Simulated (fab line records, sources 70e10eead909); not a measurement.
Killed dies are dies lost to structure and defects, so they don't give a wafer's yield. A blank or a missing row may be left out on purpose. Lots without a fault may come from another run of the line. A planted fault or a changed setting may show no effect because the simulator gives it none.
fab line records | flow nand_harc | part 1 of 2: steps 1 to 23 of 33
record lots=5 wafers=15 last_day=24
route steps=1159 shown P_GATE@154
lots that met no fault: from a run of the same line without faults
start_h: hours from the record's first day to the start of the lot's first wafer shown | wait_h: hours since the lot's step before | " the same as in the row above | L1.1+2: a row that stands for several wafers | - no value, or no start given | * or withheld: withheld | < > ~ a bound
route shown NAME@n: a module of which the file shows steps, and the number in the route of the first | usual: mean/standard deviation of fault-free wafers | same: alike in all rows | chamber/n: place in a boat | sites: the reading at each site | _std_site: their standard deviation | _edge_site: outer sites' mean less inner sites' | radius_mm: how far each site lies from the wafer's centre | mask NAME#n: copy n | behind: the tool/chamber that last shaped the wafer | hold: why the lot was held/for how many hours/how that ended | device: the transistor (n, p or np) that didn't switch | end of line: the same wafers' tests at the end of the route | a step without rows: its recipe alone | killed: dies lost to structure and defects at the first sort, not the wafer's yield | map: a wafer's dies, x killed, . not, _ none there
set.NAME: the setting as run; set.NAME@STEP: as run at that earlier step | model.NAME: the simulator's own value behind a step, which no gauge read
lots at some steps of the route; a table a step, a row a wafer
services: from which hour (start_h, from the record's first day; less than 0 if before it) a tool's chamber was out of use, for how many hours, and why
## steps
# step NHARC_P_GATE_SRD_74
# columns lot.wafer tool chamber start_h wait_h
L076.1+6+4 wet_bench-01 0,1,2 - -
L082.2+3+5 wet_bench-06 0,2,4 - -
L090.1+3+5 wet_bench-06 5,6,2 - -
L092.2+5+6 wet_bench-06 5,0,1 - -
L097.4+3+6 wet_bench-01 7,0,4 - -
# step NHARC_P_GATE_ALD_36
# recipe target_thk_a=200 pulse_time_s=60 ald_cycles=223 temp_c=400 material=SiNx
# usual heater_power_outer_w=532/52 heater_power_w=852/78 precursor_pulse_height_rel=1.000/0.022
# columns lot.wafer tool chamber start_h wait_h heater_power_outer_w heater_power_w precursor_pulse_height_rel
L076.4 ald_sin-01 3 109.61 - 474 819 1.010
L076.1 " 0 110.68 - 620 985 0.970
L076.6 " 3 113.87 - 464 797 0.993
L082.3 ald_sin-04 2 142.46 - 502 808 1.022
L082.2 " 3 143.84 - 561 826 1.004
L082.5 " 0 149.37 - 472 781 1.003
L090.3 ald_sin-01 3 195.70 - 470 800 1.017
L090.1 " 0 196.75 - 585 943 1.015
L090.5 " 1 197.80 - 581 811 0.991
L092.2 ald_sin-01 1 202.02 - 578 823 1.015
L092.5 " 3 204.15 - 479 791 1.019
L092.6 " 0 205.21 - 591 941 0.963
L097.4 ald_sin-03 3 229.67 - 500 758 0.965
L097.3 " 1 231.77 - 601 977 0.987
L097.6 " 0 234.92 - 488 819 0.996
# step NHARC_P_GATE_ETCHBACK_37
# recipe target_depth_a=345 time_s=17.2 chf3_flow_sccm=50 o2_flow_sccm=10 ar_flow_sccm=200 rf_w=500 bias_w=200 chemistry=CHF3/O2
# usual chf3_flow_sccm=50.00/0.15 drypump_motor_current_A=5.6/0.46 o2_flow_sccm=9.999/0.03 oes_product_au=0.96/0.037 rf_vpp_V=370.4/2.4 showerhead_plenum_p_Torr=2.39/0.11 throttle_valve_pct=20.573/0.0092
# columns lot.wafer tool chamber start_h wait_h chf3_flow_sccm drypump_motor_current_A o2_flow_sccm oes_product_au rf_hours_counter_h rf_vpp_V showerhead_plenum_p_Torr throttle_valve_pct
L076.1 rie_diel-01 3 - - 49.97 6.2 9.964 0.94 28 369.9 2.39 20.582
L076.4 " 1 " " 50.08 6.1 9.974 0.92 28 368.4 2.30 20.563
L076.6 " 3 " " 50.40 6.2 10.051 0.94 - 370.7 2.39 20.574
L082.3 rie_diel-09 0 - - 49.97 6.4 10.037 0.91 21 371.2 2.48 20.562
L082.2 " 1 " " 50.12 5.0 10.004 0.92 20 366.7 2.27 20.567
L082.5 " 1 " " 50.12 5.0 10.017 0.93 - 368.5 2.27 20.572
L090.3 rie_diel-03 3 - - 49.84 5.3 10.009 0.91 60 367.5 2.27 20.570
L090.1 " 0 " " 50.04 5.8 9.962 0.91 57 371.4 2.46 20.562
L090.5 " 3 " " 49.95 5.3 10.043 0.92 - 367.0 2.27 20.588
L092.2 rie_diel-09 1 - - 49.92 5.0 9.953 0.92 38 367.7 2.27 20.572
L092.6 " 2 " " 50.14 5.6 10.068 0.90 - 372.8 2.49 20.581
L092.5 " 3 " " 49.95 5.6 10.005 0.93 - 373.4 2.53 20.567
L097.4 rie_diel-01 3 - - 50.11 6.2 10.010 0.94 19 370.2 2.38 20.595
L097.3 " 1 " " 49.96 6.0 10.031 0.94 20 367.9 2.29 20.575
L097.6 " 3 " " 49.98 6.2 9.950 0.94 - 371.6 2.38 20.573
# step NHARC_P_GATE_STRIP_101
# recipe time_s=20 o2_flow_sccm=500 ar_flow_sccm=0 bias_w=0 chemistry=O2
# usual drypump_motor_current_A=5.6/0.45 o2_flow_sccm=500.2/1.6 oes_product_au=1.000/0.011 rf_vpp_V=57.7/0.85 showerhead_plenum_p_Torr=3.51/0.16 throttle_valve_pct=17.036/0.008
# columns lot.wafer tool chamber start_h wait_h drypump_motor_current_A o2_flow_sccm oes_product_au rf_hours_counter_h rf_vpp_V showerhead_plenum_p_Torr throttle_valve_pct
L076.1 rie_diel-01 3 118.21 0.1 6.2 499.1 1.006 28 58.1 3.51 17.034
L076.4 " 0 " " 5.7 500.9 1.017 23 58.9 3.29 17.046
L076.6 " 3 " " 6.2 500.0 1.007 - 58.3 3.51 17.024
L082.2 rie_diel-09 1 154.03 0.1 5.0 500.3 1.008 20 57.9 3.34 17.042
L082.3 " 2 " " 5.6 500.1 0.983 21 58.5 3.66 17.035
L082.5 " 1 " " 5.0 502.1 0.995 - 58.5 3.34 17.039
L090.3 rie_diel-03 2 203.17 0.1 5.2 498.6 1.018 59 58.6 3.77 17.049
L090.1 " 0 " " 5.8 499.4 0.996 57 58.0 3.60 17.035
L090.5 " 1 " " 4.8 499.2 1.007 - 57.8 3.70 17.022
L092.2 rie_diel-09 0 209.55 0.1 6.4 500.8 0.991 41 58.7 3.63 17.035
L092.5 " 3 " " 5.6 500.1 1.013 - 57.8 3.72 17.035
L092.6 " 0 " " 6.3 500.6 0.989 - 58.1 3.63 17.040
L097.3 rie_diel-01 2 239.24 0.1 5.6 499.8 0.995 11 57.9 3.46 17.022
L097.4 " 0 " " 5.7 499.0 1.002 19 57.7 3.28 17.053
L097.6 " 2 " " 5.6 499.0 0.989 - 57.3 3.46 17.056
# step NHARC_P_GATE_PRECLEAN_97
# recipe time_s=600 temp_c=120 chemistry=SPM
# columns lot.wafer tool chamber start_h wait_h
L076.6+4+1 wet_bench-01 0,3,4 118.31 -
L082.3+2+5 wet_bench-02 2,4,5 154.12 -
L090.5+3+1 wet_bench-06 4,5,0 203.27 -
L092.5+2+6 wet_bench-01 7,0,2 209.65 -
L097.3+4+6 wet_bench-02 6,7,3 239.33 -
# step NHARC_P_GATE_SRD_98
# columns lot.wafer tool chamber start_h wait_h
L076.6+4+1 wet_bench-01 0,3,4 - -
L082.3+2+5 wet_bench-02 2,4,5 - -
L090.5+3+1 wet_bench-06 4,5,0 - -
L092.5+2+6 wet_bench-01 7,0,2 - -
L097.3+4+6 wet_bench-02 6,7,3 - -
# step NHARC_P_GATE_PRECLEAN_99
# recipe time_s=* temp_c=50 bath_age_min=0 chemistry=SC1
# columns lot.wafer tool chamber start_h wait_h
L076.6+4+1 wet_bench-01 0,3,4 - -
L082.3+2+5 wet_bench-02 2,4,5 - -
L090.5+3+1 wet_bench-06 4,5,0 - -
L092.5+2+6 wet_bench-01 7,0,2 - -
L097.3+4+6 wet_bench-02 6,7,3 - -
# step NHARC_P_GATE_SRD_100
# columns lot.wafer tool chamber start_h wait_h
L076.6+4+1 wet_bench-01 0,3,4 - -
L082.3+2+5 wet_bench-02 2,4,5 - -
L090.5+3+1 wet_bench-06 4,5,0 - -
L092.5+2+6 wet_bench-01 7,0,2 - -
L097.3+4+6 wet_bench-02 6,7,3 - -
# step NHARC_P_GATE_DEHYDRATE_38
# recipe temp_c=150 time_s=120
# usual chill_plate_temp_C=23.01/0.095 exhaust_pa=45.1/0.8
# columns lot.wafer tool chamber start_h wait_h chill_plate_temp_C exhaust_pa
L076.1 litho_track-07 0 118.70 - 22.95 43.4
L076.4 " 0 " " 23.00 44.5
L076.6 " 0 " " 22.97 44.3
L082.2 litho_track-05 0 154.52 - 22.98 45.4
L082.3 " 0 " " 23.06 45.4
L082.5 " 0 " " 22.97 45.5
L090.1 litho_track-05 0 203.66 - 23.09 46.3
L090.3 " 0 " " 22.95 46.3
L090.5 " 0 " " 23.14 46.0
L092.2 litho_track-07 0 210.04 - 23.03 46.0
L092.5 " 0 " " 23.07 45.2
L092.6 " 0 " " 22.89 45.0
L097.3 litho_track-02 0 239.74 - 22.86 45.2
L097.4 " 0 " " 23.09 44.0
L097.6 " 0 " " 22.99 46.2
# step NHARC_P_GATE_HMDS_39
# recipe time_s=30
# usual chill_plate_temp_C=22.99/0.12 exhaust_pa=44.9/0.84
# columns lot.wafer tool chamber start_h wait_h chill_plate_temp_C exhaust_pa
L076.1 litho_track-07 0 - - 23.12 44.0
L076.4 " 0 " " 23.05 45.1
L076.6 " 0 " " 23.30 45.9
L082.2 litho_track-05 0 - - 23.11 43.6
L082.3 " 0 " " 23.20 44.6
L082.5 " 0 " " 23.06 44.2
L090.1 litho_track-05 0 - - 22.93 44.8
L090.3 " 0 " " 23.03 45.8
L090.5 " 0 " " 22.91 44.2
L092.2 litho_track-07 0 - - 22.84 44.3
L092.5 " 0 " " 23.17 45.1
L092.6 " 0 " " 23.10 45.0
L097.3 litho_track-02 0 - - 23.04 45.2
L097.4 " 0 " " 22.92 45.6
L097.6 " 0 " " 22.94 44.7
# step NHARC_P_GATE_COAT_40
# recipe spin_rpm=3000
# usual chill_plate_temp_C=23.00/0.095 exhaust_pa=44.9/0.95
# columns lot.wafer tool chamber start_h wait_h chill_plate_temp_C exhaust_pa
L076.1 litho_track-07 0 - - 22.91 46.3
L076.4 " 0 " " 23.02 45.1
L076.6 " 0 " " 22.93 46.6
L082.2 litho_track-05 0 - - 23.09 44.3
L082.3 " 0 " " 22.93 45.6
L082.5 " 0 " " 23.08 45.7
L090.1 litho_track-05 0 - - 22.93 44.5
L090.3 " 0 " " 23.04 44.1
L090.5 " 0 " " 22.97 44.1
L092.2 litho_track-07 0 - - 23.03 44.3
L092.5 " 0 " " 23.11 44.5
L092.6 " 0 " " 23.00 45.7
L097.3 litho_track-02 0 - - 22.97 43.9
L097.4 " 0 " " 23.11 44.0
L097.6 " 0 " " 22.94 44.3
# step NHARC_P_GATE_SOFTBAKE_41
# recipe temp_c=122 time_s=95
# usual chill_plate_temp_C=23.03/0.1 exhaust_pa=45.0/0.94
# columns lot.wafer tool chamber start_h wait_h chill_plate_temp_C exhaust_pa
L076.1 litho_track-07 0 - - 22.88 45.4
L076.4 " 0 " " 22.97 43.5
L076.6 " 0 " " 23.00 45.7
L082.2 litho_track-05 0 - - 22.95 44.4
L082.3 " 0 " " 23.03 43.8
L082.5 " 0 " " 23.11 44.4
L090.1 litho_track-05 0 - - 22.94 46.6
L090.3 " 0 " " 22.84 45.7
L090.5 " 0 " " 23.08 45.0
L092.2 litho_track-07 0 - - 22.83 44.4
L092.5 " 0 " " 23.05 45.1
L092.6 " 0 " " 22.92 45.3
L097.3 litho_track-02 0 - - 23.11 45.1
L097.4 " 0 " " 23.02 45.0
L097.6 " 0 " " 22.95 46.1
# step NHARC_P_GATE_EBR_42
# usual chill_plate_temp_C=23.02/0.095 exhaust_pa=44.9/0.91
# columns lot.wafer tool chamber start_h wait_h chill_plate_temp_C exhaust_pa
L076.1 litho_track-07 0 - - 23.05 45.2
L076.4 " 0 " " 23.12 44.2
L076.6 " 0 " " 22.98 44.4
L082.2 litho_track-05 0 - - 23.13 45.8
L082.3 " 0 " " 23.00 45.2
L082.5 " 0 " " 23.02 44.0
L090.1 litho_track-05 0 - - 23.03 45.6
L090.3 " 0 " " 23.10 45.2
L090.5 " 0 " " 23.16 46.1
L092.2 litho_track-07 0 - - 22.94 45.1
L092.5 " 0 " " 22.90 44.8
L092.6 " 0 " " 23.03 46.4
L097.3 litho_track-02 0 - - 22.88 44.3
L097.4 " 0 " " 23.09 42.9
L097.6 " 0 " " 23.04 43.3
# step NHARC_P_GATE_EXPOSE_43
# recipe na=0.6 target_cd_nm=720 dose_mj=14.81 mask_id=P_NSD
# usual stage_vel_mm_s=500.02/0.26
# columns lot.wafer tool chamber start_h wait_h mask stage_vel_mm_s
L076.1 krf_scanner-04 0 118.85 - P_NSD#0 500.27
L076.4 " 0 " " P_NSD#0 500.47
L076.6 " 0 " " P_NSD#0 500.28
L082.2 krf_scanner-03 0 154.67 - P_NSD#0 499.77
L082.3 " 0 " " P_NSD#0 500.05
L082.5 " 0 " " P_NSD#0 500.15
L090.1 krf_scanner-03 0 203.93 - P_NSD#0 499.68
L090.3 " 0 " " P_NSD#0 499.89
L090.5 " 0 " " P_NSD#0 499.96
L092.2 krf_scanner-04 0 210.31 - P_NSD#0 500.15
L092.5 " 0 " " P_NSD#0 499.83
L092.6 " 0 " " P_NSD#0 500.08
L097.3 krf_scanner-03 0 240.02 - P_NSD#0 499.99
L097.4 " 0 " " P_NSD#0 500.07
L097.6 " 0 " " P_NSD#0 500.28
# step NHARC_P_GATE_PEB_44
# recipe peb_temp_c=118 peb_time_s=85
# usual chill_plate_temp_C=23.01/0.12 exhaust_pa=44.9/0.9
# columns lot.wafer tool chamber start_h wait_h chill_plate_temp_C exhaust_pa
L076.1 litho_track-07 0 118.91 0.1 23.17 44.6
L076.4 " 0 " " 23.04 45.3
L076.6 " 0 " " 23.07 44.8
L082.2 litho_track-07 0 154.73 0.1 23.15 45.7
L082.3 " 0 " " 22.94 45.2
L082.5 " 0 " " 23.01 45.1
L090.1 litho_track-05 0 204.00 0.1 22.97 46.0
L090.3 " 0 " " 22.89 45.8
L090.5 " 0 " " 22.92 45.3
L092.2 litho_track-02 0 210.37 0.1 23.14 46.2
L092.5 " 0 " " 22.98 45.4
L092.6 " 0 " " 23.03 45.1
L097.3 litho_track-02 0 240.08 0.1 23.14 45.1
L097.4 " 0 " " 23.05 45.6
L097.6 " 0 " " 23.03 45.7
# step NHARC_P_GATE_DEVELOP_45
# recipe time_s=70
# usual chill_plate_temp_C=23.01/0.13 exhaust_pa=44.8/0.95
# columns lot.wafer tool chamber start_h wait_h chill_plate_temp_C exhaust_pa
L076.1 litho_track-07 0 - - 22.97 44.0
L076.4 " 0 " " 23.02 44.2
L076.6 " 0 " " 23.10 45.0
L082.2 litho_track-07 0 - - 22.95 44.1
L082.3 " 0 " " 22.91 44.4
L082.5 " 0 " " 22.96 44.2
L090.1 litho_track-05 0 - - 23.04 45.8
L090.3 " 0 " " 22.95 46.1
L090.5 " 0 " " 23.11 45.6
L092.2 litho_track-02 0 - - 22.88 44.7
L092.5 " 0 " " 23.05 43.0
L092.6 " 0 " " 23.10 43.8
L097.3 litho_track-02 0 - - 22.75 43.9
L097.4 " 0 " " 22.92 44.5
L097.6 " 0 " " 22.97 43.9
# step NHARC_P_GATE_CD_MEAS_46
# recipe target_cd_nm=720 landing_energy_ev=500
# usual cd_nm=719.5/2.2
# columns lot.wafer tool chamber start_h wait_h cd_nm
L076.1 cd_sem-01 0 119.00 - 716.6
L076.4 " 0 " " 717.3
L076.6 " 0 " " 718.8
L082.2 cd_sem-03 0 154.82 - 718.6
L082.3 " 0 " " 719.1
L082.5 " 0 " " 719.6
L090.1 cd_sem-03 0 204.10 - 720.3
L090.3 " 0 " " 716.3
L090.5 " 0 " " 717.4
L092.2 cd_sem-02 0 210.47 - 720.5
L092.5 " 0 " " 720.5
L092.6 " 0 " " 722.0
L097.3 cd_sem-01 0 240.17 - 720.8
L097.4 " 0 " " 717.6
L097.6 " 0 " " 720.4
# step NHARC_P_GATE_HARDBAKE_47
# recipe temp_c=125 time_s=80
# usual chill_plate_temp_C=23.00/0.1 exhaust_pa=45.0/0.92
# columns lot.wafer tool chamber start_h wait_h chill_plate_temp_C exhaust_pa
L076.1 litho_track-02 0 119.08 - 23.14 44.8
L076.4 " 0 " " 23.22 44.5
L076.6 " 0 " " 23.20 44.5
L082.2 litho_track-07 0 154.90 - 22.95 45.3
L082.3 " 0 " " 23.05 45.1
L082.5 " 0 " " 22.84 47.0
L090.1 litho_track-02 0 204.18 - 23.18 43.8
L090.3 " 0 " " 23.28 44.0
L090.5 " 0 " " 22.98 44.8
L092.2 litho_track-07 0 210.55 - 23.08 45.9
L092.5 " 0 " " 23.18 47.0
L092.6 " 0 " " 23.21 46.1
L097.3 litho_track-07 0 240.25 - 22.91 45.4
L097.4 " 0 " " 22.87 44.4
L097.6 " 0 " " 23.04 46.1
# step NHARC_P_GATE_DESCUM_48
# recipe time_s=3 o2_flow_sccm=200 ar_flow_sccm=0 bias_power_w=0 chemistry=O2
# usual drypump_motor_current_A=5.6/0.48 o2_flow_sccm=200.1/0.59 oes_product_au=0.999/0.013 rf_vpp_V=57.8/0.97 showerhead_plenum_p_Torr=1.91/0.095 throttle_valve_pct=11.312/0.0091
# columns lot.wafer tool chamber start_h wait_h drypump_motor_current_A o2_flow_sccm oes_product_au rf_hours_counter_h rf_vpp_V showerhead_plenum_p_Torr throttle_valve_pct
L076.1 rie_diel-01 3 119.16 - 6.2 200.2 1.011 28 58.3 1.90 11.327
L076.4 " 0 " " 5.7 200.4 1.017 23 56.5 1.78 11.307
L076.6 " 3 " " 6.2 199.1 1.022 - 58.0 1.90 11.317
L082.3 rie_diel-01 0 155.09 - 5.7 200.2 0.996 2 56.9 1.77 11.297
L082.2 " 1 " " 6.0 200.3 0.994 2 56.2 1.83 11.318
L082.5 " 0 " " 5.7 200.3 0.992 - 57.7 1.77 11.310
L090.1 rie_diel-01 1 204.31 - 6.0 200.0 0.995 14 57.6 1.82 11.306
L090.3 " 2 " " 5.7 199.9 0.997 5 57.6 1.88 11.318
L090.5 " 0 " " 5.7 200.3 0.995 - 56.8 1.77 11.315
L092.2 rie_diel-03 3 210.64 - 5.3 199.5 1.005 62 56.7 1.80 11.323
L092.6 " 3 " " 5.3 198.8 1.009 - 58.0 1.80 11.306
L092.5 " 1 " " 4.7 200.6 1.009 - 57.2 2.01 11.305
L097.3 rie_diel-01 1 240.34 - 6.0 200.4 1.012 20 58.3 1.82 11.318
L097.4 " 2 " " 5.6 198.6 1.004 11 58.5 1.88 11.323
L097.6 " 2 " " 5.6 199.4 0.990 - 59.1 1.88 11.294
# step NHARC_P_GATE_IMPLANT_49
# recipe energy_kev=30 dose_cm2=3e+15 tilt_deg=7
# columns lot.wafer tool chamber start_h wait_h
L076.1+4+6 implanter-01 0 119.31 0.1
L082.2+3+5 implanter-02 0 155.28 0.2
L090.1+3+5 implanter-02 0 204.44 0.1
L092.2+5+6 implanter-02 0 210.84 0.2
L097.3+4+6 implanter-01 0 240.54 0.2
# step NHARC_P_GATE_STRIP_111
# recipe power_w=1500 temp_c=110 time_s=250 chemistry=N2/H2
# usual drypump_motor_current_A=5.98/0.24 heater_power_w=93/5.7
# columns lot.wafer tool chamber start_h wait_h drypump_motor_current_A heater_power_w rf_hours_counter_h
L076.1 plasma_asher-02 0 119.53 0.2 6.14 99 32
L076.4 " 1 " " 5.64 87 -
L076.6 " 1 " " 5.67 87 -
L082.2 plasma_asher-01 1 155.47 0.2 6.27 94 16
L082.3 " 0 " " 5.87 89 -
L082.5 " 0 " " 5.88 89 -
L090.1 plasma_asher-01 1 204.72 0.2 6.27 93 33
L090.3 " 1 " " 6.29 95 -
L090.5 " 1 " " 6.27 95 -
L092.2 plasma_asher-01 1 211.03 0.2 6.29 93 36
L092.5 " 1 " " 6.30 93 -
L092.6 " 0 " " 5.88 88 -
L097.3 plasma_asher-02 1 240.81 0.2 5.67 87 -
L097.4 " 0 " " 6.11 100 -
L097.6 " 1 " " 5.69 86 -
# step NHARC_P_GATE_STRIP_75
# recipe power_w=1500 temp_c=250 chemistry=O2
# usual drypump_motor_current_A=5.98/0.24 heater_power_w=349/22
# columns lot.wafer tool chamber start_h wait_h drypump_motor_current_A heater_power_w rf_hours_counter_h
L076.1 plasma_asher-02 0 119.83 0.2 6.12 376 33
L076.4 " 1 " " 5.65 335 -
L076.6 " 1 " " 5.62 328 -
L082.2 plasma_asher-01 1 155.77 0.3 6.24 353 16
L082.3 " 0 " " 5.85 323 -
L082.5 " 0 " " 5.85 336 -
L090.1 plasma_asher-01 1 204.98 0.2 6.24 346 33
L090.3 " 1 " " 6.29 353 -
L090.5 " 1 " " 6.24 356 -
L092.2 plasma_asher-01 1 211.34 0.3 6.24 351 37
L092.5 " 1 " " 6.28 352 -
L092.6 " 0 " " 5.85 340 -
L097.3 plasma_asher-02 1 241.03 0.2 5.67 319 -
L097.4 " 0 " " 6.11 391 -
L097.6 " 1 " " 5.67 327 -
# step NHARC_P_GATE_STRIP_50
# recipe time_s=900 temp_c=130 chemistry=SPM
# columns lot.wafer tool chamber start_h wait_h
L076.6+4+1 wet_bench-06 1,3,4 119.99 0.1
L082.5+2+3 wet_bench-01 2,5,6 155.93 0.1
L090.3+5+1 wet_bench-02 3,6,7 205.12 0.1
L092.2+6+5 wet_bench-01 0,3,5 211.49 0.1
L097.3+6+4 wet_bench-06 6,7,0 241.18 0.1
